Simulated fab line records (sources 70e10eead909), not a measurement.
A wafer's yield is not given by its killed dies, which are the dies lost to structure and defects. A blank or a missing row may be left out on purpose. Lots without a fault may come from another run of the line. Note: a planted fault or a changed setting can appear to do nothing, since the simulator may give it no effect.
fab line records    flow nand_harc
record lots=24  wafers=72  last_day=24
route steps=1159 shown A_STAIRCASE@599
lots untouched by any fault: they come from a run of this same line in which no faults occurred
start_h: hours from the record's opening day to when the first of the lot's shown wafers began    wait_h: how many hours have passed since the lot's step before this one    " identical to the entry in the row above    L1.1+2: a row that stands for several wafers    - no value present, or no start provided    * or withheld: withheld    < > ~ a bound
route shown NAME@n: a module of which the file shows steps, and the number in the route of the first    usual: the fault-free wafers' mean and standard deviation    same: alike in all rows    chamber/n: place in a boat    sites: readings site by site    _std_site: the values' standard deviation    _edge_site: outer sites' mean less inner sites'    radius_mm: how far each site lies from the wafer's centre    mask NAME#n: copy n    behind: the tool/chamber that last shaped the wafer    hold: the reason the lot was held/the length of the hold in hours/how it ended    device: whichever transistor did not switch (one of n, p or np)    end of line: tests of these same wafers at the route's end    a step without rows: its recipe alone    killed: dies that structure and defects cost at the first sort, which is not the same as the wafer's yield    map: a wafer's dies, marking killed ones x, the rest . and places with no die _
set.NAME: the setting the step ran with; set.NAME@STEP: the setting that earlier step ran with    model.NAME: the simulator's own value behind a step, which no gauge read
the route's steps for a sample of lots (tables are steps, rows are wafers)
services: when a tool's chamber went out of use (start_h, in hours from the record's first day, below 0 if earlier), for how many hours, and the reason
## steps
# step NHARC_A_STAIRCASE_STRIP_205
# recipe power_w=1500  temp_c=250  chemistry=O2
# usual drypump_motor_current_A=5.58/0.16  heater_power_w=326/30
lot.wafer  tool             chamber  start_h  wait_h  drypump_motor_current_A  heater_power_w  rf_hours_counter_h
L075.3     plasma_asher-01  1        241.54   0.6     5.67                     274             -
L075.4     "                0        "        "       5.63                     358             -
L075.6     "                0        "        "       5.62                     365             -
L074.1     plasma_asher-02  0        242.60   0.1     5.30                     338             19
L074.4     "                1        "        "       5.76                     348             -
L074.6     "                1        "        "       5.74                     344             -
L077.1     plasma_asher-02  0        256.02   0.1     5.29                     337             21
L077.4     "                1        "        "       5.75                     341             -
L077.3     "                0        "        "       5.32                     329             -
L076.3     plasma_asher-02  0        256.40   0.4     5.29                     339             -
L076.5     "                1        "        "       5.75                     344             -
L076.6     "                0        "        "       5.27                     334             -
L078.4     plasma_asher-01  0        273.58   0.2     5.63                     369             -
L078.6     "                0        "        "       5.63                     360             -
L078.5     "                1        "        "       5.65                     274             -
L079.1     plasma_asher-01  0        274.33   0.3     5.62                     365             57
L079.5     "                0        "        "       5.62                     360             -
L079.6     "                1        "        "       5.64                     274             -
L080.2     plasma_asher-02  1        279.50   0.3     5.75                     345             29
L080.4     "                1        "        "       5.74                     340             -
L080.3     "                0        "        "       5.30                     338             -
L081.1     plasma_asher-01  1        291.38   0.1     5.63                     281             2
L081.5     "                0        "        "       5.61                     352             -
L081.6     "                1        "        "       5.61                     275             -
L082.1     plasma_asher-02  1        293.19   0.1     5.75                     335             36
L082.4     "                1        "        "       5.75                     352             -
L082.5     "                1        "        "       5.76                     350             -
L084.2     plasma_asher-01  1        299.30   0.1     5.68                     273             4
L084.3     "                1        "        "       5.66                     281             -
L084.4     "                0        "        "       5.63                     342             -
L083.1     plasma_asher-01  1        299.97   0.1     5.67                     285             4
L083.3     "                0        "        "       5.62                     345             -
L083.5     "                0        "        "       5.62                     348             -
L087.1     plasma_asher-01  0        324.20   0.1     5.61                     351             12
L087.2     "                1        "        "       5.63                     274             12
L087.4     "                0        "        "       5.61                     346             -
L085.2     plasma_asher-02  1        324.31   0.1     5.73                     338             46
L085.3     "                0        "        "       5.31                     332             -
L085.5     "                1        "        "       5.74                     339             -
L086.2     plasma_asher-01  1        325.08   0.1     5.64                     282             12
L086.5     "                0        "        "       5.63                     344             -
L086.6     "                1        "        "       5.65                     278             -
L088.2     plasma_asher-02  1        330.05   0.3     5.77                     349             49
L088.1     "                0        "        "       5.28                     332             49
L088.4     "                0        "        "       5.30                     337             -
L089.2     plasma_asher-02  1        330.44   0.1     5.76                     346             49
L089.4     "                1        "        "       5.74                     347             -
L089.5     "                1        "        "       5.75                     341             -
L091.3     plasma_asher-01  1        341.67   0.2     5.65                     278             -
L091.6     "                0        "        "       5.62                     351             -
L091.5     "                1        "        "       5.66                     276             -
L090.1     plasma_asher-02  1        341.79   0.1     5.73                     344             52
L090.3     "                0        "        "       5.28                     330             -
L090.5     "                1        "        "       5.76                     336             -
L092.1     plasma_asher-02  1        354.25   0.1     5.76                     335             57
L092.4     "                1        "        "       5.76                     342             -
L092.3     "                0        "        "       5.31                     330             -
L093.1     plasma_asher-01  1        358.29   0.1     5.64                     277             24
L093.4     "                0        "        "       5.61                     350             -
L093.6     "                1        "        "       5.67                     277             -
L096.1     plasma_asher-01  0        367.90   1.1     5.62                     335             32
L096.4     "                0        "        "       5.61                     347             -
L096.6     "                0        "        "       5.63                     346             -
L094.1     plasma_asher-01  0        368.40   1.1     5.61                     342             32
L094.2     "                1        "        "       5.65                     273             32
L094.5     "                0        "        "       5.63                     354             -
L095.3     plasma_asher-01  0        371.47   0.2     5.61                     348             -
L095.5     "                1        "        "       5.64                     280             -
L095.6     "                0        "        "       5.63                     344             -
L097.4     plasma_asher-02  0        391.73   0.2     5.29                     352             -
L097.3     "                1        "        "       5.75                     347             -
L097.5     "                1        "        "       5.76                     352             -
# step NHARC_A_STAIRCASE_ETCH_225
# recipe target_depth_a=1000  time_s=40.5  ion_energy_ev=400  c4f8_flow_sccm=20  o2_flow_sccm=10  ar_flow_sccm=withheld  rf_w=600  bias_w=1000  chemistry=C4F8/O2
# usual oes_product_au=0.938/0.011  rf_vpp_V=896/5
lot.wafer  tool         chamber  start_h  wait_h  oes_product_au  rf_hours_counter_h  rf_vpp_V
L075.4     rie_diel-08  2        -        -       0.955           43                  901
L075.3     "            3        "        "       0.926           45                  888
L075.6     "            1        "        "       0.938           -                   895
L074.4     rie_diel-01  0        -        -       0.933           39                  897
L074.1     "            2        "        "       0.939           39                  898
L074.6     "            0        "        "       0.938           -                   895
L077.4     rie_diel-01  2        -        -       0.949           43                  900
L077.3     "            3        "        "       0.940           37                  901
L077.1     "            1        "        "       0.936           39                  906
L076.3     rie_diel-01  0        -        -       0.936           43                  896
L076.5     "            0        "        "       0.944           -                   896
L076.6     "            1        "        "       0.927           -                   905
L078.4     rie_diel-09  2        -        -       0.941           5                   889
L078.6     "            0        "        "       0.957           -                   894
L078.5     "            1        "        "       0.941           -                   896
L079.1     rie_diel-08  1        -        -       0.948           56                  894
L079.6     "            0        "        "       0.950           -                   889
L079.5     "            1        "        "       0.943           -                   894
L080.2     rie_diel-01  3        -        -       0.939           47                  899
L080.4     "            0        "        "       0.955           53                  897
L080.3     "            1        "        "       0.951           49                  905
L081.1     rie_diel-09  3        -        -       0.935           13                  898
L081.6     "            1        "        "       0.943           -                   897
L081.5     "            2        "        "       0.940           -                   889
L082.4     rie_diel-01  1        -        -       0.944           57                  905
L082.1     "            0        "        "       0.944           60                  897
L082.5     "            2        "        "       0.942           -                   899
L084.2     rie_diel-09  0        -        -       0.952           16                  893
L084.3     "            3        "        "       0.913           16                  900
L084.4     "            0        "        "       0.942           -                   892
L083.3     rie_diel-09  0        -        -       0.946           16                  894
L083.1     "            1        "        "       0.928           15                  896
L083.5     "            0        "        "       0.937           -                   893
L087.2     rie_diel-09  0        -        -       0.955           26                  894
L087.1     "            1        "        "       0.936           25                  896
L087.4     "            2        "        "       0.936           18                  891
L085.3     rie_diel-08  1        -        -       0.962           6                   896
L085.2     "            2        "        "       0.932           6                   900
L085.5     "            3        "        "       0.927           -                   889
L086.2     rie_diel-01  1        -        -       0.959           1                   906
L086.5     "            0        "        "       0.958           -                   895
L086.6     "            1        "        "       0.950           -                   904
L089.2     rie_diel-01  0        -        -       0.938           3                   895
L089.5     "            1        "        "       0.933           -                   905
L089.4     "            2        "        "       0.934           -                   898
L088.1     rie_diel-08  1        -        -       0.938           9                   893
L088.4     "            2        "        "       0.933           9                   900
L088.2     "            0        "        "       0.931           10                  889
L091.3     rie_diel-09  0        -        -       0.947           32                  894
L091.5     "            3        "        "       0.938           -                   898
L091.6     "            0        "        "       0.943           -                   894
L090.1     rie_diel-01  0        -        -       0.932           8                   895
L090.3     "            1        "        "       0.932           7                   904
L090.5     "            0        "        "       0.933           -                   894
L092.3     rie_diel-08  2        -        -       0.957           18                  899
L092.1     "            0        "        "       0.945           18                  889
L092.4     "            1        "        "       0.957           19                  894
L093.4     rie_diel-09  1        -        -       0.943           39                  895
L093.1     "            0        "        "       0.939           38                  894
L093.6     "            2        "        "       0.934           -                   889
L096.1     rie_diel-09  3        -        -       0.926           43                  898
L096.4     "            1        "        "       0.944           43                  897
L096.6     "            0        "        "       0.936           -                   893
L094.2     rie_diel-09  0        -        -       0.955           43                  893
L094.1     "            2        "        "       0.947           37                  891
L094.5     "            0        "        "       0.980           -                   893
L095.3     rie_diel-08  1        -        -       0.934           25                  893
L095.6     "            1        "        "       0.931           -                   894
L095.5     "            0        "        "       0.930           -                   888
L097.4     rie_diel-08  1        -        -       0.942           34                  894
L097.3     "            2        "        "       0.935           31                  899
L097.5     "            0        "        "       0.937           -                   889
# step NHARC_A_STAIRCASE_ETCH_236
# recipe target_depth_a=1000  time_s=40.5  ion_energy_ev=400  c4f8_flow_sccm=20  o2_flow_sccm=10  ar_flow_sccm=withheld  rf_w=600  bias_w=1000  chemistry=C4F8/O2
# usual oes_product_au=0.941/0.011  rf_vpp_V=896/5
lot.wafer  tool         chamber  start_h  wait_h  oes_product_au  rf_hours_counter_h  rf_vpp_V
L075.4     rie_diel-08  3        -        -       0.927           45                  888
L075.3     "            0        "        "       0.914           40                  891
L075.6     "            0        "        "       0.925           -                   890
L074.1     rie_diel-01  0        -        -       0.951           39                  895
L074.4     "            2        "        "       0.944           40                  901
L074.6     "            1        "        "       0.943           -                   906
L077.3     rie_diel-01  3        -        -       0.935           40                  899
L077.1     "            0        "        "       0.948           45                  896
L077.4     "            1        "        "       0.953           41                  906
L076.3     rie_diel-08  3        -        -       0.936           51                  887
L076.5     "            2        "        "       0.954           -                   901
L076.6     "            3        "        "       0.940           -                   889
L078.4     rie_diel-09  0        -        -       0.947           5                   892
L078.6     "            2        "        "       0.942           -                   891
L078.5     "            3        "        "       0.937           -                   901
L079.1     rie_diel-01  1        -        -       0.952           47                  904
L079.5     "            2        "        "       0.938           -                   901
L079.6     "            3        "        "       0.939           -                   902
L080.2     rie_diel-01  0        -        -       0.971           53                  896
L080.4     "            1        "        "       0.938           50                  905
L080.3     "            3        "        "       0.958           47                  900
L081.1     rie_diel-01  3        -        -       0.945           53                  901
L081.6     "            3        "        "       0.921           -                   900
L081.5     "            0        "        "       0.943           -                   896
L082.1     rie_diel-01  2        -        -       0.938           61                  899
L082.4     "            0        "        "       0.949           61                  896
L082.5     "            2        "        "       0.942           -                   898
L084.3     rie_diel-09  1        -        -       0.944           16                  897
L084.4     "            3        "        "       0.947           18                  899
L084.2     "            0        "        "       0.943           18                  893
L083.1     rie_diel-09  3        -        -       0.929           19                  901
L083.3     "            0        "        "       0.935           18                  894
L083.5     "            2        "        "       0.939           -                   891
L087.4     rie_diel-09  2        -        -       0.938           19                  891
L087.1     "            3        "        "       0.937           27                  901
L087.2     "            1        "        "       0.939           25                  897
L085.2     rie_diel-08  1        -        -       0.945           6                   895
L085.3     "            2        "        "       0.935           7                   900
L085.5     "            1        "        "       0.953           -                   894
L086.2     rie_diel-08  2        -        -       0.966           7                   899
L086.6     "            0        "        "       0.940           -                   890
L086.5     "            1        "        "       0.939           -                   893
L089.4     rie_diel-08  1        -        -       0.911           10                  895
L089.2     "            3        "        "       0.916           10                  889
L089.5     "            0        "        "       0.925           -                   890
L088.4     rie_diel-08  0        -        -       0.956           12                  889
L088.1     "            1        "        "       0.956           11                  894
L088.2     "            2        "        "       0.950           10                  900
L091.3     rie_diel-09  2        -        -       0.961           27                  891
L091.6     "            3        "        "       0.944           -                   898
L091.5     "            0        "        "       0.954           -                   893
L090.1     rie_diel-01  2        -        -       0.944           8                   898
L090.3     "            1        "        "       0.950           8                   904
L090.5     "            0        "        "       0.938           -                   897
L092.1     rie_diel-09  2        -        -       0.946           32                  891
L092.3     "            3        "        "       0.939           38                  898
L092.4     "            0        "        "       0.950           37                  892
L093.1     rie_diel-01  0        -        -       0.938           16                  896
L093.4     "            1        "        "       0.932           15                  905
L093.6     "            2        "        "       0.937           -                   899
L096.1     rie_diel-01  3        -        -       0.937           9                   901
L096.4     "            0        "        "       0.931           18                  895
L096.6     "            0        "        "       0.937           -                   896
L094.1     rie_diel-09  0        -        -       0.953           44                  893
L094.2     "            1        "        "       0.941           45                  896
L094.5     "            1        "        "       0.947           -                   894
L095.3     rie_diel-08  0        -        -       0.929           26                  890
L095.6     "            0        "        "       0.933           -                   889
L095.5     "            1        "        "       0.939           -                   893
L097.3     rie_diel-09  3        -        -       0.928           53                  898
L097.4     "            0        "        "       0.942           54                  892
L097.5     "            2        "        "       0.932           -                   890
# step NHARC_A_STAIRCASE_DESCUM_252
# recipe time_s=3  o2_flow_sccm=200  ar_flow_sccm=0  bias_power_w=0  chemistry=O2
# usual drypump_motor_current_A=5.5/0.32  oes_product_au=0.996/0.0087  rf_vpp_V=57.9/0.88  showerhead_plenum_p_Torr=1.92/0.075  throttle_valve_pct=11.312/0.0091
lot.wafer  tool         chamber  start_h  wait_h  drypump_motor_current_A  oes_product_au  rf_hours_counter_h  rf_vpp_V  showerhead_plenum_p_Torr  throttle_valve_pct
L075.4     rie_diel-09  1        246.76   -       5.6                      0.995           60                  57.8      1.92                      11.312
L075.3     "            2        "        "       5.6                      1.010           59                  57.9      1.83                      11.310
L075.6     "            2        "        "       5.6                      0.991           -                   57.8      1.83                      11.316
L074.4     rie_diel-01  0        248.62   -       5.5                      1.002           39                  56.0      1.92                      11.325
L074.1     "            2        "        "       5.7                      1.005           40                  57.5      1.97                      11.321
L074.6     "            0        "        "       5.5                      1.002           -                   58.8      1.92                      11.304
L077.4     rie_diel-08  0        262.84   -       5.7                      0.981           45                  58.2      1.81                      11.309
L077.3     "            1        "        "       5.4                      0.994           52                  57.8      1.89                      11.309
L077.1     "            2        "        "       5.6                      1.018           50                  58.2      1.98                      11.331
L076.3     rie_diel-01  2        263.16   -       5.7                      0.989           45                  58.3      1.96                      11.305
L076.6     "            1        "        "       5.6                      0.996           -                   58.8      2.06                      11.316
L076.5     "            2        "        "       5.7                      0.984           -                   58.4      1.96                      11.318
L078.5     rie_diel-09  0        278.88   -       4.9                      1.000           -                   57.3      1.87                      11.297
L078.6     "            1        "        "       5.6                      0.988           -                   56.6      1.92                      11.311
L078.4     "            3        "        "       6.0                      0.998           -                   59.3      1.97                      11.309
L079.1     rie_diel-09  3        279.75   -       6.0                      0.993           6                   58.4      1.97                      11.318
L079.6     "            0        "        "       4.9                      1.005           -                   56.8      1.87                      11.316
L079.5     "            3        "        "       6.0                      0.993           -                   57.7      1.97                      11.317
L080.2     rie_diel-09  0        285.43   -       5.0                      0.993           8                   58.0      1.87                      11.308
L080.3     "            1        "        "       5.6                      0.989           8                   57.1      1.92                      11.312
L080.4     "            3        "        "       6.0                      0.996           -                   58.0      1.97                      11.315
L081.1     rie_diel-01  2        297.45   -       5.7                      1.000           61                  57.1      1.96                      11.302
L081.6     "            0        "        "       5.5                      1.008           -                   57.0      1.91                      11.301
L081.5     "            1        "        "       5.6                      1.019           -                   57.5      2.06                      11.321
L082.1     rie_diel-08  3        299.80   -       5.8                      0.986           67                  58.3      1.79                      11.304
L082.4     "            1        "        "       5.4                      1.004           -                   58.3      1.89                      11.315
L082.5     "            3        "        "       5.8                      0.983           -                   58.5      1.79                      11.324
L084.2     rie_diel-09  2        306.34   -       5.6                      1.007           11                  57.7      1.83                      11.312
L084.3     "            3        "        "       6.0                      0.988           19                  58.6      1.97                      11.330
L084.4     "            0        "        "       4.9                      1.007           18                  56.2      1.87                      11.324
L083.1     rie_diel-09  3        306.76   -       6.0                      0.984           19                  57.3      1.97                      11.316
L083.3     "            2        "        "       5.6                      0.998           11                  58.0      1.83                      11.319
L083.5     "            0        "        "       4.9                      1.004           -                   56.8      1.87                      11.321
L087.2     rie_diel-01  2        329.47   -       5.7                      0.985           2                   59.0      1.96                      11.307
L087.1     "            3        "        "       5.0                      1.000           2                   57.5      1.98                      11.307
L087.4     "            0        "        "       5.5                      1.002           2                   58.1      1.91                      11.324
L085.2     rie_diel-01  0        329.79   -       5.5                      1.006           2                   58.9      1.91                      11.300
L085.3     "            1        "        "       5.6                      0.996           2                   58.6      2.05                      11.317
L085.5     "            0        "        "       5.5                      1.010           -                   57.8      1.91                      11.308
L086.2     rie_diel-01  3        330.33   -       5.0                      0.998           2                   58.4      1.98                      11.325
L086.5     "            0        "        "       5.5                      0.999           -                   57.9      1.91                      11.308
L086.6     "            1        "        "       5.6                      1.000           -                   58.1      2.05                      11.305
L089.4     rie_diel-08  0        337.22   -       5.8                      0.998           12                  56.4      1.80                      11.312
L089.2     "            1        "        "       5.4                      0.996           11                  58.9      1.88                      11.306
L089.5     "            3        "        "       5.8                      0.996           -                   58.6      1.79                      11.308
L088.2     rie_diel-08  1        338.12   -       5.4                      1.011           11                  56.7      1.88                      11.341
L088.1     "            3        "        "       5.8                      1.000           11                  57.8      1.79                      11.316
L088.4     "            0        "        "       5.8                      0.992           12                  57.8      1.80                      11.314
L091.3     rie_diel-09  2        346.70   -       5.6                      1.003           27                  55.0      1.82                      11.318
L091.6     "            3        "        "       6.0                      0.995           -                   59.5      1.96                      11.307
L091.5     "            0        "        "       4.9                      0.997           -                   58.2      1.86                      11.308
L090.3     rie_diel-01  1        347.70   -       5.6                      0.996           9                   58.4      2.05                      11.299
L090.1     "            2        "        "       5.7                      0.987           9                   59.5      1.95                      11.314
L090.5     "            0        "        "       5.5                      1.005           -                   57.5      1.91                      11.315
L092.3     rie_diel-01  2        359.58   -       5.7                      0.981           14                  57.8      1.95                      11.298
L092.4     "            3        "        "       5.0                      0.984           5                   58.3      1.98                      11.304
L092.1     "            0        "        "       5.5                      1.000           14                  60.1      1.91                      11.316
L093.4     rie_diel-08  0        365.70   -       5.8                      0.977           22                  55.5      1.80                      11.324
L093.1     "            1        "        "       5.4                      0.987           22                  59.2      1.88                      11.298
L093.6     "            3        "        "       5.8                      0.981           -                   57.2      1.78                      11.292
L096.1     rie_diel-09  3        373.03   -       6.0                      0.998           45                  58.2      1.96                      11.330
L096.4     "            0        "        "       4.9                      1.005           44                  58.3      1.86                      11.306
L096.6     "            3        "        "       6.0                      0.994           -                   57.9      1.96                      11.329
L094.2     rie_diel-01  2        374.02   -       5.7                      0.996           19                  57.3      1.95                      11.313
L094.1     "            1        "        "       5.6                      0.997           19                  57.3      2.05                      11.325
L094.5     "            2        "        "       5.7                      0.997           -                   57.8      1.95                      11.303
L095.3     rie_diel-01  0        377.29   -       5.5                      0.997           21                  58.1      1.90                      11.317
L095.5     "            0        "        "       5.5                      0.998           -                   57.2      1.90                      11.317
L095.6     "            1        "        "       5.6                      0.998           -                   58.1      2.05                      11.304
L097.3     rie_diel-09  1        397.17   -       5.6                      0.996           55                  56.3      1.90                      11.303
L097.4     "            2        "        "       5.6                      0.974           47                  58.8      1.81                      11.306
L097.5     "            1        "        "       5.6                      0.994           -                   57.7      1.90                      11.321
# step NHARC_A_STAIRCASE_ETCH_313
# recipe cf4_flow_sccm=100  chf3_flow_sccm=30  ar_flow_sccm=0  rf_w=500  bias_w=200  chemistry=CF4/CHF3
# usual drypump_motor_current_A=5.58/0.26  oes_product_au=0.934/0.021  rf_vpp_V=369.7/2.1  showerhead_plenum_p_Torr=1.55/0.054  throttle_valve_pct=16.802/0.0099
lot.wafer  tool         chamber  start_h  wait_h  drypump_motor_current_A  oes_product_au  rf_hours_counter_h  rf_vpp_V  showerhead_plenum_p_Torr  throttle_valve_pct
L075.4     rie_diel-08  3        257.12   0.1     5.76                     0.913           48                  367.0     1.48                      16.798
L075.3     "            1        "        "       5.42                     0.918           49                  369.3     1.56                      16.793
L075.6     "            3        "        "       5.75                     0.920           -                   367.6     1.48                      16.808
L074.1     rie_diel-08  0        257.97   0.1     5.76                     0.917           43                  367.7     1.50                      16.813
L074.4     "            2        "        "       5.56                     0.941           47                  370.5     1.62                      16.800
L074.6     "            1        "        "       5.41                     0.923           -                   370.2     1.56                      16.796
L077.3     rie_diel-08  1        272.30   0.1     5.44                     0.948           55                  370.3     1.56                      16.813
L077.1     "            2        "        "       5.54                     0.977           53                  372.2     1.62                      16.816
L077.4     "            3        "        "       5.74                     0.939           54                  368.3     1.48                      16.803
L076.3     rie_diel-09  3        273.37   0.1     6.04                     0.938           4                   373.2     1.62                      16.796
L076.6     "            3        "        "       6.02                     0.935           -                   370.7     1.62                      16.798
L076.5     "            0        "        "       4.92                     0.963           -                   370.4     1.54                      16.794
L078.4     rie_diel-09  1        290.61   0.1     5.58                     0.924           9                   369.6     1.58                      16.801
L078.5     "            1        "        "       5.61                     0.924           -                   369.6     1.58                      16.810
L078.6     "            2        "        "       5.61                     0.926           -                   368.3     1.51                      16.805
L079.1     rie_diel-08  0        291.89   0.1     5.79                     0.904           57                  367.2     1.49                      16.812
L079.5     "            3        "        "       5.77                     0.912           -                   366.5     1.48                      16.800
L079.6     "            0        "        "       5.74                     0.892           -                   370.5     1.49                      16.799
L080.2     rie_diel-08  0        300.15   0.1     5.77                     0.888           61                  369.5     1.49                      16.788
L080.3     "            3        "        "       5.76                     0.922           67                  367.4     1.48                      16.799
L080.4     "            0        "        "       5.77                     0.913           -                   366.8     1.49                      16.795
L081.1     rie_diel-09  3        309.74   0.1     6.03                     0.908           20                  372.5     1.62                      16.812
L081.5     "            1        "        "       5.59                     0.918           -                   371.7     1.57                      16.797
L081.6     "            2        "        "       5.59                     0.929           -                   368.6     1.51                      16.815
L082.4     rie_diel-08  2        311.71   0.1     5.56                     0.946           0                   373.5     1.62                      16.795
L082.1     "            3        "        "       5.75                     0.953           0                   368.1     1.48                      16.797
L082.5     "            3        "        "       5.77                     0.948           -                   366.0     1.48                      16.823
L084.2     rie_diel-09  3        317.77   0.1     6.03                     0.913           22                  372.8     1.62                      16.804
L084.3     "            1        "        "       5.59                     0.911           21                  371.3     1.57                      16.803
L084.4     "            2        "        "       5.61                     0.923           14                  367.5     1.50                      16.812
L083.3     rie_diel-08  1        317.92   0.1     5.43                     0.923           3                   369.4     1.55                      16.805
L083.1     "            3        "        "       5.77                     0.910           3                   367.6     1.48                      16.811
L083.5     "            1        "        "       5.42                     0.923           -                   369.9     1.55                      16.797
L087.4     rie_diel-08  1        338.70   0.1     5.42                     0.940           11                  369.3     1.55                      16.795
L087.1     "            2        "        "       5.55                     0.927           11                  372.3     1.62                      16.825
L087.2     "            0        "        "       5.80                     0.917           12                  368.6     1.49                      16.803
L085.2     rie_diel-08  2        339.57   0.1     5.57                     0.932           11                  373.0     1.62                      16.803
L085.3     "            0        "        "       5.78                     0.920           12                  367.8     1.49                      16.793
L085.5     "            1        "        "       5.43                     0.929           -                   371.4     1.55                      16.806
L086.2     rie_diel-08  1        341.37   0.1     5.41                     0.927           13                  370.7     1.55                      16.806
L086.6     "            1        "        "       5.42                     0.918           -                   369.0     1.55                      16.805
L086.5     "            2        "        "       5.59                     0.928           -                   374.2     1.62                      16.817
L089.4     rie_diel-09  2        347.09   0.1     5.61                     0.918           27                  369.4     1.50                      16.815
L089.2     "            0        "        "       4.93                     0.928           33                  367.8     1.53                      16.800
L089.5     "            2        "        "       5.62                     0.928           -                   368.3     1.50                      16.798
L088.1     rie_diel-08  1        347.80   0.1     5.44                     0.929           15                  369.2     1.55                      16.807
L088.4     "            3        "        "       5.78                     0.918           14                  367.1     1.47                      16.806
L088.2     "            0        "        "       5.78                     0.913           15                  368.3     1.49                      16.784
L091.3     rie_diel-08  0        356.64   0.1     5.80                     0.911           19                  366.9     1.49                      16.810
L091.5     "            0        "        "       5.85                     0.926           -                   369.7     1.49                      16.779
L091.6     "            1        "        "       5.44                     0.929           -                   369.1     1.55                      16.797
L090.3     rie_diel-08  0        359.42   0.1     5.76                     0.939           19                  366.8     1.49                      16.803
L090.1     "            2        "        "       5.56                     0.969           19                  372.7     1.62                      16.798
L090.5     "            1        "        "       5.44                     0.967           -                   369.2     1.55                      16.814
L092.1     rie_diel-08  3        373.60   0.1     5.78                     0.912           24                  365.8     1.47                      16.801
L092.3     "            0        "        "       5.80                     0.910           25                  368.0     1.48                      16.804
L092.4     "            0        "        "       5.86                     0.917           -                   366.8     1.48                      16.791
L093.4     rie_diel-01  0        380.32   0.1     5.47                     0.925           22                  369.2     1.57                      16.804
L093.1     "            1        "        "       5.63                     0.932           20                  373.8     1.68                      16.802
L093.6     "            3        "        "       5.01                     0.924           -                   372.3     1.62                      16.803
L096.1     rie_diel-09  2        383.91   0.1     5.61                     0.963           43                  367.6     1.50                      16.797
L096.4     "            0        "        "       4.92                     0.961           50                  368.4     1.53                      16.791
L096.6     "            3        "        "       6.02                     0.965           -                   372.4     1.61                      16.808
L094.1     rie_diel-09  2        384.31   0.1     5.61                     0.974           43                  369.4     1.50                      16.795
L094.2     "            0        "        "       4.91                     0.963           50                  370.2     1.53                      16.808
L094.5     "            2        "        "       5.60                     0.966           -                   367.8     1.50                      16.811
L095.3     rie_diel-01  3        387.58   0.1     5.02                     0.968           15                  372.2     1.62                      16.800
L095.6     "            3        "        "       5.02                     0.970           -                   372.3     1.62                      16.801
L095.5     "            0        "        "       5.49                     0.986           -                   370.2     1.57                      16.809
L097.3     rie_diel-08  0        408.00   0.1     5.78                     0.953           41                  367.2     1.48                      16.793
L097.4     "            2        "        "       5.55                     0.971           36                  372.8     1.61                      16.829
L097.5     "            0        "        "       5.82                     0.952           -                   366.8     1.48                      16.792
# step NHARC_A_STAIRCASE_DEP_325
# recipe target_thk_a=38000  temp_c=400  target_thk_nm=3800  teos_flow_sccm=200  rf_w=500  material=SiO2
# usual heater_power_outer_w=373/53  heater_power_w=644/73
lot.wafer  tool      chamber  start_h  wait_h  heater_power_outer_w  heater_power_w
L075.3     pecvd-03  2        291.11   0.1     383                   645
L075.6     "         0        "        "       283                   568
L075.4     "         1        "        "       341                   690
L074.1     pecvd-01  0        291.30   0.3     462                   668
L074.4     "         2        "        "       341                   580
L074.6     "         0        "        "       370                   530
L077.3     pecvd-01  1        302.74   0.2     323                   623
L077.1     "         2        "        "       434                   716
L077.4     "         0        "        "       373                   555
L076.3     pecvd-04  2        302.84   0.3     363                   595
L076.6     "         0        "        "       408                   662
L076.5     "         1        "        "       369                   663
L079.1     pecvd-03  1        324.26   0.3     379                   732
L079.5     "         2        "        "       294                   552
L079.6     "         1        "        "       338                   671
L078.4     pecvd-04  0        324.36   0.4     403                   682
L078.5     "         1        "        "       364                   662
L078.6     "         2        "        "       330                   552
L080.2     pecvd-04  0        341.06   0.1     482                   762
L080.3     "         1        "        "       385                   671
L080.4     "         1        "        "       373                   676
L082.1     pecvd-03  0        341.16   0.2     352                   630
L082.4     "         1        "        "       340                   679
L082.5     "         2        "        "       302                   528
L081.1     pecvd-01  2        341.20   0.2     437                   721
L081.5     "         1        "        "       303                   598
L081.6     "         0        "        "       374                   560
L083.1     pecvd-04  0        354.13   0.2     424                   667
L083.3     "         1        "        "       414                   713
L083.5     "         0        "        "       413                   688
L084.2     pecvd-01  1        354.25   0.3     340                   653
L084.3     "         0        "        "       404                   606
L084.4     "         0        "        "       369                   550
L087.2     pecvd-03  2        370.60   0.1     346                   606
L087.1     "         0        "        "       369                   660
L087.4     "         2        "        "       293                   543
L085.2     pecvd-01  1        370.60   0.1     391                   715
L085.3     "         0        "        "       397                   589
L085.5     "         1        "        "       296                   579
L086.2     pecvd-04  2        370.85   0.3     389                   647
L086.5     "         0        "        "       410                   674
L086.6     "         1        "        "       365                   683
L088.2     pecvd-01  1        380.46   0.1     374                   682
L088.1     "         0        "        "       471                   687
L088.4     "         2        "        "       345                   594
L089.2     pecvd-03  2        380.58   0.2     376                   667
L089.4     "         1        "        "       342                   680
L089.5     "         2        "        "       303                   542
L091.3     pecvd-03  2        390.60   0.2     304                   540
L091.5     "         0        "        "       292                   563
L091.6     "         1        "        "       341                   690
L090.1     pecvd-04  2        390.63   0.2     465                   717
L090.3     "         1        "        "       442                   758
L090.5     "         2        "        "       367                   605
L092.1     pecvd-01  1        404.36   0.2     383                   707
L092.3     "         0        "        "       368                   564
L092.4     "         1        "        "       292                   591
L094.1     pecvd-03  2        419.34   0.1     304                   544
L094.2     "         0        "        "       353                   645
L094.5     "         1        "        "       341                   668
L096.1     pecvd-04  0        419.54   0.3     503                   774
L096.6     "         1        "        "       357                   677
L096.4     "         0        "        "       428                   677
L093.1     pecvd-04  0        419.92   0.6     462                   743
L093.4     "         0        "        "       429                   670
L093.6     "         1        "        "       360                   666
L095.3     pecvd-04  1        426.89   0.2     470                   806
L095.6     "         0        "        "       418                   676
L095.5     "         2        "        "       350                   589
L097.3     pecvd-01  1        440.80   0.3     303                   582
L097.4     "         2        "        "       325                   552
L097.5     "         0        "        "       373                   535
## services
tool             chamber  start_h  hours  kind
rie_diel-08      0        232.05   -      clean
rie_diel-08      1        232.05   -      clean
pecvd-01         -        237.21   13.0   pm
rie_diel-09      -        245.02   0.4    repair
pecvd-04         2        250.01   4.5    repair
rie_diel-09      -        254.44   9.0    pm
plasma_asher-01  -        276.00   9.0    pm
rie_diel-09      2        278.74   10.0   repair
pecvd-03         -        292.26   13.0   pm
rie_diel-09      2        295.60   8.1    repair
rie_diel-08      -        301.88   9.0    pm
rie_diel-01      2        306.60   9.9    repair
rie_diel-01      -        314.80   9.0    pm
rie_diel-01      3        331.80   21.5   repair
plasma_asher-02  -        360.06   9.0    pm
pecvd-04         -        376.00   13.0   pm
plasma_asher-01  -        382.90   0.4    repair
pecvd-01         2        401.50   17.3   repair
rie_diel-01      1        402.50   4.2    repair
plasma_asher-02  -        404.61   2.4    repair
pecvd-01         -        418.21   13.0   pm
rie_diel-01      0        427.90   15.1   repair
rie_diel-09      -        432.00   9.0    pm
rie_diel-01      3        436.30   5.6    repair
## key
fault none
